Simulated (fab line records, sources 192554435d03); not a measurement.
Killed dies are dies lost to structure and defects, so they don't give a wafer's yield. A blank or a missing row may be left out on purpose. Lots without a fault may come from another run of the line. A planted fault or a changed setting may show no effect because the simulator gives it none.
Which tool did it? | flow n5_finfet | 11 lots, 30 wafers sampled, at 3 steps of a route of 1938

WHAT THE GAUGES READ, wafer by wafer
N5_BEOL_M11_OCD_MEAS_38. Usual: trench_depth_nm 148 nm, standard deviation 3.4.
lot  | measured     | on     | trench_depth_nm (nm) | flag
L835 | day 11 12:20 | ocd-02 | 147 147              |
L836 | day 11 15:25 | ocd-01 | 146 147 147          |
L839 | day 11 20:01 | ocd-02 | 147 151              |
L837 | day 11 22:43 | ocd-01 | 154 143              |
L840 | day 12 15:48 | ocd-02 | 143 153 143          |
L848 | day 13 23:27 | ocd-02 | 142 148 150          |
L849 | day 14 20:33 | ocd-02 | 148 148 150          |
L852 | day 15 16:20 | ocd-02 | 148 146 147          |
L856 | day 16 00:55 | ocd-01 | 142 151 152          |
L853 | day 15 23:32 | ocd-01 | 148 146 143          |
L857 | day 17 00:33 | ocd-02 | 149 144 150          |

WHICH TOOL RAN EACH LOT (tool, then ch and the chambers of the sampled wafers, then the start)
lot  | N5_BEOL_M11_PECVD_70            | N5_BEOL_M11_TRENCH_ETCH_37
L835 | pecvd-03 ch 0,2, day 11 04:53   | rie_diel-01 ch 0,1, day 11 12:20 or earlier
L836 | pecvd-03 ch 0,1, day 11 12:40   | rie_diel-01 ch 0,1,2, day 11 15:25 or earlier
L839 | pecvd-03 ch 0,1, day 11 17:00   | rie_diel-01 ch 0,3, day 11 20:01 or earlier
L837 | pecvd-03 ch 1,2, day 11 18:13   | rie_diel-03 ch 2,3, day 11 22:43 or earlier
L840 | pecvd-02 ch 0,1, day 12 11:16   | rie_diel-03 ch 2,3, day 12 15:48 or earlier
L848 | pecvd-03 ch 0,1,2, day 13 16:42 | rie_diel-02 ch 0,1,3, day 13 23:27 or earlier
L849 | pecvd-02 ch 0,1,2, day 14 14:15 | rie_diel-01 ch 0,1,3, day 14 20:33 or earlier
L852 | pecvd-04 ch 0,1, day 15 12:56   | rie_diel-01 ch 0,1,2, day 15 16:20 or earlier
L856 | pecvd-02 ch 0,2, day 15 18:16   | rie_diel-03 ch 1,2,3, day 16 00:55 or earlier
L853 | pecvd-04 ch 1,2, day 15 19:02   | rie_diel-01 ch 0,1,2, day 15 23:32 or earlier
L857 | pecvd-02 ch 0,1, day 16 18:43   | rie_diel-02 ch 0,1,3, day 17 00:33 or earlier
- N5_BEOL_M11_PECVD_70: deposits SiO2 from TEOS/O2, target thk 20 nm, time 22.7 s.
- N5_BEOL_M11_TRENCH_ETCH_37: etches SiCOH lowk in C4F6/O2, target depth 148.83 nm, time 48 s.

WHAT THE TOOLS THEMSELVES READ (means of the sampled wafers that have a number; where no wafer has one, the mark that the record gives instead)
N5_BEOL_M11_PECVD_70. Usual: heater_power_w 697 W, standard deviation 83; showerhead_plenum_p_Torr 8.74 Torr, standard deviation 0.036; throttle_valve_pct 21.4 %, standard deviation 1.4.
lot  | tool     | heater_power_w (W) | showerhead_plenum_p_Torr (Torr) | throttle_valve_pct (%) | flag
L835 | pecvd-03 | 687                | 8.79                            | 21.3                   |
L836 | pecvd-03 | 647                | 8.76                            | 23.4                   |
L839 | pecvd-03 | 698                | 8.79                            | 23.1                   |
L837 | pecvd-03 | 625                | 8.75                            | 21.8                   |
L840 | pecvd-02 | 657                | 8.73                            | 20.8                   |
L848 | pecvd-03 | 681                | 8.77                            | 22.1                   |
L849 | pecvd-02 | 725                | 8.72                            | 20.4                   |
L852 | pecvd-04 | 659                | 8.72                            | 22.2                   |
L856 | pecvd-02 | 665                | 8.71                            | 20.3                   |
L853 | pecvd-04 | 608                | 8.72                            | 22.5                   |
L857 | pecvd-02 | 695                | 8.73                            | 21.2                   |

N5_BEOL_M11_TRENCH_ETCH_37. Usual: O2_flow_sccm 10.00 sccm, standard deviation 0.03; bias_w 184.9 W, standard deviation 0.57; drypump_motor_current_A 5.7 A, standard deviation 0.43; oes_product_au 0.76 a.u., standard deviation 0.08; rf_vpp_V 665 V, standard deviation 17; showerhead_plenum_p_Torr 2.79 Torr, standard deviation 0.086; throttle_valve_pct 20.98 %, standard deviation 0.26.
lot  | tool        | O2_flow_sccm (sccm) | bias_w (W) | drypump_motor_current_A (A) | oes_product_au (a.u.) | rf_vpp_V (V) | showerhead_plenum_p_Torr (Torr) | throttle_valve_pct (%) | flag
L835 | rie_diel-01 | 10.07               | 184.6      | 5.8                         | 0.73                  | 688          | 2.75                            | 20.83                  |
L836 | rie_diel-01 | 9.99                | 184.8      | 5.9                         | 0.73                  | 680          | 2.81                            | 20.76                  |
L839 | rie_diel-01 | 10.01               | 184.9      | 6.3                         | 0.72                  | 664          | 2.75                            | 21.06                  |
L837 | rie_diel-03 | 9.98                | 184.5      | 5.6                         | 0.83                  | 644          | 2.73                            | 20.99                  |
L840 | rie_diel-03 | 9.98                | 185.0      | 5.4                         | 0.79                  | 642          | 2.73                            | 21.05                  |
L848 | rie_diel-02 | 10.01               | 184.7      | 5.5                         | 0.80                  | 666          | 2.84                            | 20.94                  |
L849 | rie_diel-01 | 10.00               | 185.0      | 5.9                         | 0.70                  | 673          | 2.72                            | 21.09                  |
L852 | rie_diel-01 | 10.01               | 185.2      | 5.9                         | 0.71                  | 681          | 2.80                            | 20.81                  |
L856 | rie_diel-03 | 10.02               | 185.2      | 5.4                         | 0.83                  | 647          | 2.74                            | 21.06                  |
L853 | rie_diel-01 | 9.98                | 185.6      | 5.9                         | 0.70                  | 681          | 2.79                            | 20.81                  |
L857 | rie_diel-02 | 10.04               | 184.8      | 5.5                         | 0.78                  | 665          | 2.83                            | 20.97                  |

THE ANSWER, worked out from the rows above alone
Rule: a lot is off if the mean of its wafers that have a number lies more than 3 standard deviations from the usual mean. A lot without any number at a reading at which 4 lots or more have one is off too. The other lots that the step has rows for count as sound. The gauges are gone through in route order, then the tools' own readings, and for those a lot's mean is taken as printed above. The first step at which some lot is off is used, and at that step the reading that is off furthest; a lot without a number counts as furthest.
No lot is off at any reading shown: from this, nothing can be told.

WHAT THE SIMULATOR HAD PUT IN
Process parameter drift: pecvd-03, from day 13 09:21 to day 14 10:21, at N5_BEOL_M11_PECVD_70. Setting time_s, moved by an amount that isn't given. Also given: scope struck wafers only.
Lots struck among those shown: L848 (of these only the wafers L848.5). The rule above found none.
